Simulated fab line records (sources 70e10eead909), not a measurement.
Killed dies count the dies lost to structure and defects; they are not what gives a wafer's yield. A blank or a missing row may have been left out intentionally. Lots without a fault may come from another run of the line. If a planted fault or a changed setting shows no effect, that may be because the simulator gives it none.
Matching of chambers | flow nand-harc | pecvd-03 running NHARC_A_M0_DEP_32: 3 sister chambers
The step deposits SiCN, target thk 30 nm. 6 wafers are shown with their chamber, then 9 later ones without.

== WAFERS, EACH WITH ITS CHAMBER ==
wafer  | chamber | heater-power-w (W)
L079.5 | 0       | 683
L082.3 | 2       | 601
L082.5 | 1       | 579
L084.1 | 1       | 592
L084.2 | 2       | 676
L084.3 | 0       | 660

== WAFERS WHOSE CHAMBER IS MISSING ==
wafer  | heater-power-w (W)
L089.1 | 554
L089.2 | 693
L089.3 | 661
L091.1 | 639
L091.3 | 659
L091.4 | 668
L092.1 | 580
L092.3 | 700
L092.4 | 698

== EACH ONE'S CHAMBER ==
wafer  | from the rows above          | in truth
L089.1 | can't be placed: 1 or 2      | 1
L089.2 | can't be placed: 0 or 2      | 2
L089.3 | can't be placed: 0 or 2      | 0
L091.1 | can't be placed: 2 or 0 or 1 | 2
L091.3 | can't be placed: 0 or 2 or 1 | 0
L091.4 | can't be placed: 0 or 2      | 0
L092.1 | can't be placed: 1 or 2      | 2
L092.3 | can't be placed: 0 or 2      | 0
L092.4 | can't be placed: 0 or 2      | 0
Correctly placed: 0 of 9. Unplaceable from these rows: 9, with the true chamber sitting among the candidates in 9. Wrongly placed: 0.
How it was worked out, from the rows above alone: a wafer's distance from a chamber is the root of the sum, over the readings, of the square of ((its reading less the chamber's mean) divided by the reading's scatter). The wafer belongs to the nearest chamber; if the next one is less than 2 further off, it can't be placed. For every chamber, the mean is computed from those of its wafers that are shown. The scatter: the root of (the sum of the squares of (reading less its chamber's mean) over the shown wafers, divided by (wafers less chambers)).
